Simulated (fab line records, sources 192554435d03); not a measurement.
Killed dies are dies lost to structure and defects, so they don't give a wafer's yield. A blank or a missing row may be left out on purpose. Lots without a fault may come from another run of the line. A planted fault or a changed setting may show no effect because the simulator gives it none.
Chamber matching | flow n5_finfet | N5_FIN_CUT_CUT_ETCH_26 on rie_diel-01: 4 sister chambers
The step etches SiNx in CH3F/O2, target depth 39 nm, time 55.7 s. 14 wafers are shown with their chamber, then 7 later ones without.

WAFERS WITH THEIR CHAMBER
wafer  | chamber | showerhead_plenum_p_Torr (Torr) | throttle_valve_pct (%) | rf_vpp_V (V)
L283.1 | 2       | 2.09                            | 16.42                  | 302
L283.4 | 3       | 2.02                            | 16.58                  | 297
L283.6 | 2       | 2.09                            | 16.43                  | 302
L284.2 | 0       | 2.00                            | 16.63                  | 289
L284.3 | 2       | 2.09                            | 16.43                  | 301
L284.4 | 1       | 2.07                            | 16.73                  | 293
L289.2 | 2       | 2.09                            | 16.44                  | 302
L289.3 | 1       | 2.07                            | 16.76                  | 293
L289.6 | 0       | 2.00                            | 16.66                  | 292
L290.1 | 0       | 2.00                            | 16.63                  | 290
L290.3 | 2       | 2.09                            | 16.44                  | 302
L290.6 | 2       | 2.09                            | 16.45                  | 301
L291.1 | 0       | 2.00                            | 16.66                  | 290
L291.2 | 3       | 2.01                            | 16.61                  | 295

SIGNATURES (means of the wafers above)
reading                  | chamber 0 | chamber 1 | chamber 2 | chamber 3 | scatter within a chamber
showerhead_plenum_p_Torr | 2.0000    | 2.0700    | 2.0900    | 2.0150    | 0.00224
throttle_valve_pct       | 16.6450   | 16.7450   | 16.4350   | 16.5950   | 0.0153
rf_vpp_V                 | 290.25    | 293.00    | 301.67    | 296.00    | 0.899
Rule: a wafer's distance from a chamber is the root of the sum, over the readings, of the square of ((its reading less the chamber's mean) divided by the reading's scatter). The wafer belongs to the nearest chamber; if the next one is less than 2 further off, it can't be placed. The scatter: the root of (the sum of the squares of (reading less its chamber's mean) over the shown wafers, divided by (wafers less chambers)).

WAFERS WITHOUT THEIR CHAMBER
wafer  | showerhead_plenum_p_Torr (Torr) | throttle_valve_pct (%) | rf_vpp_V (V)
L291.5 | 2.07                            | 16.80                  | 293
L302.3 | 2.06                            | 16.80                  | 295
L302.5 | 2.08                            | 16.49                  | 302
L302.6 | 2.06                            | 16.82                  | 293
L304.2 | 2.01                            | 16.67                  | 294
L304.4 | 1.99                            | 16.69                  | 290
L304.5 | 2.01                            | 16.68                  | 294

WHICH CHAMBER EACH WENT THROUGH
wafer  | from the rows above     | in truth
L291.5 | 1                       | 1
L302.3 | 1                       | 1
L302.5 | 2                       | 2
L302.6 | 1                       | 1
L304.2 | can't be placed: 3 or 0 | 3
L304.4 | 0                       | 0
L304.5 | can't be placed: 3 or 0 | 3
Placed correctly: 5 of 7. Can't be placed from these rows: 2 (the true chamber is among the candidates in 2). Placed wrongly: 0.
